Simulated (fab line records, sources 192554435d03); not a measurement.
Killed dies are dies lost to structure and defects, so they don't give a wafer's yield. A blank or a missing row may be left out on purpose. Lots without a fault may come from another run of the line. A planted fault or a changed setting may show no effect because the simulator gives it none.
A struck lot beside a sound one | flow n5_finfet | 21 steps out of a route of 1938
Sound: wafers L818.2, L818.3, L818.5. Struck: wafers L813.1, L813.4, L813.5. The cause comes at the end.
At each step with rows: each side's tool, then ch and its chambers, then its first start. Under that, the readings that differ: sound wafers | struck wafers | difference of the means | sigmas: that difference in standard deviations of wafers without a fault.
alike: readings whose means differ by less than 2 such deviations, and words and numbers that are the same on both sides. not compared: withheld readings, readings that some wafer has no value for, bounds like >300 that may hide the same value, and numbers for which the record gives no deviation and whose values overlap.
The two part at a step that has a row with sigmas, a row that says differs or no value, or rows on one side only. Numbers that don't overlap but have no deviation are shown without sigmas and don't part them. A reading that every wafer of one side lacks parts them only if that side has two wafers or more.

first, 6 steps without rows for these wafers: N5_BEOL_M1_COAT_22 (resist thk 30 nm); N5_BEOL_M1_EBR_24; N5_BEOL_M1_SOFTBAKE_23 (time 60 s); N5_BEOL_M1_EXPOSE_25 (exposes mask V0, defocus 5 nm, target cd 24 nm); N5_BEOL_M1_PEB_26 (peb time 60 s); N5_BEOL_M1_DEVELOP_27 (develop time 30 s).
N5_BEOL_M1_CD_MEAS_28: target cd y 23.3 nm.
  sound on cd_sem-02 ch 0, day 9 18:14; struck on cd_sem-01 ch 0, day 8 17:09
  alike: cd_nm
N5_BEOL_M1_OVL_MEAS_29:
  sound on overlay-01 ch 0, day 9 18:17; struck on overlay-01 ch 0, day 8 17:11
  alike: V0_OVL
N5_BEOL_M1_INSPECT_30: inspects for defects (brightfield).
  sound on defect_inspect-02, day 9 18:20; struck on defect_inspect-02, day 8 17:14
  alike: raw_defect_count
N5_BEOL_M1_DESCUM_33: chemistry O2, time 7 s.
  sound on rie_diel-05 ch 0,1, day 9 18:22; struck on rie_diel-05 ch 0,1,2, day 8 17:16
  alike: drypump_motor_current_A, oes_product_au, rf_vpp_V, showerhead_plenum_p_Torr, temp_c, throttle_valve_pct
  not compared: rf_hours_counter_h
N5_BEOL_M1_ETCH_77: etches underlayer in N2/H2, target depth 6.5 nm, time 5.2 s.
  sound on rie_diel-05 ch 0,1, day 9 18:24; struck on rie_diel-05 ch 0,1,2, day 8 17:18
  alike: drypump_motor_current_A, etch_rf_on_time_s, oes_product_au, rf_vpp_V, showerhead_plenum_p_Torr, throttle_valve_pct
  not compared: rf_hours_counter_h
N5_BEOL_M1_ETCH_69: etches SiARC in CF4, target depth 15.6 nm, time 26 s.
  sound on rie_diel-05 ch 0,1, day 9 18:25; struck on rie_diel-05 ch 0,1,2, day 8 17:19
  alike: drypump_motor_current_A, etch_rf_on_time_s, oes_product_au, rf_vpp_V, showerhead_plenum_p_Torr, throttle_valve_pct
  not compared: rf_hours_counter_h
N5_BEOL_M1_ALD_98: deposits SiO2, target thk 2.5 nm, pulse time 1 s, co reactant pulse time 1 s.
  sound on ald_sin-04 ch 1,3, day 9 18:43; struck on ald_sin-03 ch 0,2,3, day 8 17:41
  reading                                  | sound             | struck      | difference                    | sigmas
  ald_cycles                               | 17 17 17          | 12 12 12    | -5                            |
  heater_power_outer_w (W)                 | 32 37 37          | 42 43 48    | +9                            | +2
  heater_power_w (W)                       | 64 69 70          | 86 83 97    | +21                           | +3
  susceptor_temp_C (C)                     | 99.93 99.97 99.90 | - - -       | no value on the struck wafers |
  model.SiO2_of_BEOL_M1_ALD_98.thk_nm (nm) | 2.4 2.6 2.6       | 1.8 1.8 1.8 | -0.7                          |
  alike: precursor_pulse_height_rel
N5_BEOL_M1_ETCHBACK_99: etches SiO2 in CHF3, target depth 5 nm, time 10.4 s.
  sound on rie_diel-01 ch 1,2,3, day 9 19:27; struck on rie_diel-05 ch 0,2,3, day 8 19:56
  reading                | sound             | struck            | difference | sigmas
  throttle_valve_pct (%) | 17.08 17.13 17.53 | 17.02 16.85 16.53 | -0.45      | -2
  alike: drypump_motor_current_A, oes_product_au, rf_vpp_V, showerhead_plenum_p_Torr
  not compared: rf_hours_counter_h
N5_BEOL_M1_ETCH_70: etches SOC in N2/H2, target depth 80 nm, overetch 16 nm, time 120 s.
  sound on rie_diel-01 ch 1,2,3, day 9 19:29; struck on rie_diel-05 ch 0,2,3, day 8 19:58
  alike: drypump_motor_current_A, oes_product_au, rf_vpp_V, showerhead_plenum_p_Torr, temp_c, throttle_valve_pct
  not compared: rf_hours_counter_h
then, 2 steps without rows for these wafers: N5_BEOL_M1_STRIP_71 (strips in N2/H2); N5_BEOL_M1_STRIP_78 (strips in N2/H2).
N5_BEOL_M1_VIA_ETCH_34: etches the open film in C4F6/O2, target depth 67.8 nm, time 64.4 s.
  sound on rie_diel-01 ch 1,2,3, day 9 19:35; struck on rie_diel-05 ch 0,2,3, day 8 20:04
  reading                | sound             | struck            | difference | sigmas
  throttle_valve_pct (%) | 30.83 30.88 31.21 | 30.84 30.32 29.97 | -0.60      | -2
  alike: drypump_motor_current_A, oes_product_au, rf_vpp_V, showerhead_plenum_p_Torr
  not compared: rf_hours_counter_h, model.BEOL_M1.cd_nm
then, 1 step without rows for these wafers: N5_BEOL_M1_STRIP_83 (strips in C4F6/O2).
N5_BEOL_M4_RC_MEAS_101:
  sound on prober-02 ch 0, day 11 05:35; struck on prober-01 ch 0, day 10 06:15
  reading       | sound       | struck      | difference | sigmas
  ION_P (uA/um) | 469 466 485 | 460 454 457 | -16        | -2
  alike: DIBL_N, DIBL_P, IOFF_N, IOFF_P, ION_N, SS_N, SS_P, VT_N, VT_P
-- the record jumps here: 4 days lie between the struck wafers' starts before and after (it left off in module BEOL_M4 and takes up again in module PASSIVATION, whose first step shown is number 1936 of the route) --
N5_PASSIVATION_PROBE_49:
  the record has rows for the struck wafers here (prober-02, day 14 05:37) and none for the sound ones

WHERE THEY PART
First at N5_BEOL_M1_ALD_98; last, within this record, at N5_PASSIVATION_PROBE_49.

WHY: what the simulator had put in
Process parameter drift: ald_sin-03, from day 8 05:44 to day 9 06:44, at N5_BEOL_M1_ALD_98. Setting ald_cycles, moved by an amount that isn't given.
